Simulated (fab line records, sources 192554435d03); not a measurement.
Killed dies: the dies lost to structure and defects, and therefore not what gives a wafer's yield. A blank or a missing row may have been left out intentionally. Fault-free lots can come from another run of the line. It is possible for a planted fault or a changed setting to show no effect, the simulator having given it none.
Matching of chambers    flow n5Finfet    N5_BEOL_M10_CURE_71 on uvCure-03: 3 sister chambers
The step cures SiCOH lowk, time 240 s. 6 wafers are shown with their chamber, then 7 later ones without.

== WAFERS PAIRED WITH THEIR CHAMBERS ==
wafer   chamber  wafer_temp_C_max  lampPowerPct (%)
L080.4  1        387.8             52.30
L080.5  1        387.7             52.26
L087.5  2        386.4             52.21
L087.6  2        386.4             52.40
L091.1  0        386.1             52.28
L091.2  0        385.8             52.36

== WAFERS MISSING THEIR CHAMBER ==
wafer   wafer_temp_C_max  lampPowerPct (%)
L091.6  386.0             52.36
L091.3  386.1             52.29
L091.4  386.0             52.31
L091.5  386.0             52.29
L096.1  386.3             52.26
L096.2  386.6             52.34
L096.5  386.5             52.30

== WHICH CHAMBER EACH WENT THROUGH ==
wafer   from the rows above      in truth
L091.6  0                        0
L091.3  can't be placed: 0 or 2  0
L091.4  0                        0
L091.5  0                        0
L096.1  can't be placed: 2 or 0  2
L096.2  2                        2
L096.5  2                        2
Correctly placed: 5 of 7. Can't be placed from these rows: 2 (the true chamber is among the candidates in 2). Number placed wrongly: 0.
How it was worked out, from the rows above alone: a wafer's distance from a chamber is the root of the sum, over the readings, of the square of ((its reading less the chamber's mean) divided by the reading's scatter). The wafer belongs to the nearest chamber; if the next one is less than 2 further off, it can't be placed. For every chamber, the mean is computed from those of its wafers that are shown. How the scatter is found: for the shown wafers, subtract from each reading the mean of its chamber, square and add these, divide the total by (wafers less chambers), then take the root.
